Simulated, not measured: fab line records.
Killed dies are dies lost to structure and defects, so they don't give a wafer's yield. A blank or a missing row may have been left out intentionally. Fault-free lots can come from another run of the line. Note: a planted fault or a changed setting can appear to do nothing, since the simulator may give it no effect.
Chamber matching | flow n5 finfet | 4 sister chambers for N5_BEOL_M5_ETCH_72 on rie diel-01
The step etches underlayer in N2/H2, target depth 6.5 nm, time 5.2 s. 4 wafers are shown with their chamber, then 6 later ones without.

WAFERS, EACH WITH ITS CHAMBER
wafer  | chamber | showerhead plenum p Torr (Torr)
L700.2 | 2       | 2.51
L700.5 | 0       | 2.57
L700.6 | 3       | 2.51
L711.4 | 1       | 2.62

WAFERS MISSING THEIR CHAMBER
wafer  | showerhead plenum p Torr (Torr)
L711.6 | 2.50
L713.2 | 2.56
L713.3 | 2.50
L713.5 | 2.62
L715.5 | 2.50
L715.6 | 2.62

WHICH CHAMBER EACH ONE RAN IN
wafer  | from the rows above     | in truth
L711.6 | can't be placed: 2 or 3 | 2
L713.2 | 0                       | 0
L713.3 | can't be placed: 2 or 3 | 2
L713.5 | 1                       | 1
L715.5 | can't be placed: 2 or 3 | 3
L715.6 | 1                       | 1
Correctly placed: 3 of 6. Can't be placed from these rows: 3 (the true chamber is among the candidates in 3). Placed wrongly: 0.
How it was worked out, from the rows above alone: a wafer's distance from a chamber is the root of the sum, over the readings, of the square of ((its reading less the chamber's mean) divided by the reading's scatter). The wafer belongs to the nearest chamber; if the next one is less than 2 further off, it can't be placed. For every chamber, the mean is computed from those of its wafers that are shown. The scatter: root of mean squared gap, hidden wafer to nearest shown wafer, with one shown wafer a chamber.
